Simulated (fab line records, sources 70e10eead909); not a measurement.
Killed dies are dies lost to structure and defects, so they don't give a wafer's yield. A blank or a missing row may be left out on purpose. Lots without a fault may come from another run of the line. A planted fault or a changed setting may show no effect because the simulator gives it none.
Chamber matching | flow nand_harc | NHARC_A_STAIRCASE_STRIP_476 on rie_diel-07: 4 sister chambers
The step strips in O2, time 20 s. 8 wafers are shown with their chamber, then 10 later ones without.

WAFERS WITH THEIR CHAMBER
wafer  | chamber | showerhead_plenum_p_Torr (Torr) | oes_product_au (a.u.)
L084.4 | 0       | 3.71                            | 1.011
L084.5 | 0       | 3.71                            | 1.007
L087.4 | 2       | 3.47                            | 0.992
L090.1 | 1       | 3.43                            | 0.992
L090.5 | 2       | 3.47                            | 0.989
L090.6 | 3       | 3.38                            | 1.006
L093.1 | 1       | 3.43                            | 0.997
L093.2 | 3       | 3.37                            | 1.002

WAFERS WITHOUT THEIR CHAMBER
wafer  | showerhead_plenum_p_Torr (Torr) | oes_product_au (a.u.)
L093.3 | 3.46                            | 0.999
L093.4 | 3.69                            | 1.004
L093.5 | 3.37                            | 1.000
L093.6 | 3.46                            | 1.002
L095.1 | 3.69                            | 1.005
L095.2 | 3.45                            | 0.991
L095.5 | 3.42                            | 1.003
L097.2 | 3.68                            | 0.998
L097.3 | 3.36                            | 1.001
L097.5 | 3.45                            | 1.005

WHICH CHAMBER EACH WENT THROUGH
wafer  | from the rows above     | in truth
L093.3 | 2                       | 2
L093.4 | 0                       | 0
L093.5 | 3                       | 3
L093.6 | 2                       | 2
L095.1 | 0                       | 0
L095.2 | can't be placed: 2 or 1 | 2
L095.5 | 1                       | 1
L097.2 | 0                       | 0
L097.3 | 3                       | 3
L097.5 | can't be placed: 1 or 2 | 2
Placed correctly: 8 of 10. Can't be placed from these rows: 2 (the true chamber is among the candidates in 2). Placed wrongly: 0.
How it was worked out, from the rows above alone: a wafer's distance from a chamber is the root of the sum, over the readings, of the square of ((its reading less the chamber's mean) divided by the reading's scatter). The wafer belongs to the nearest chamber; if the next one is less than 2 further off, it can't be placed. A chamber's mean is the mean of its shown wafers. The scatter: the root of (the sum of the squares of (reading less its chamber's mean) over the shown wafers, divided by (wafers less chambers)).
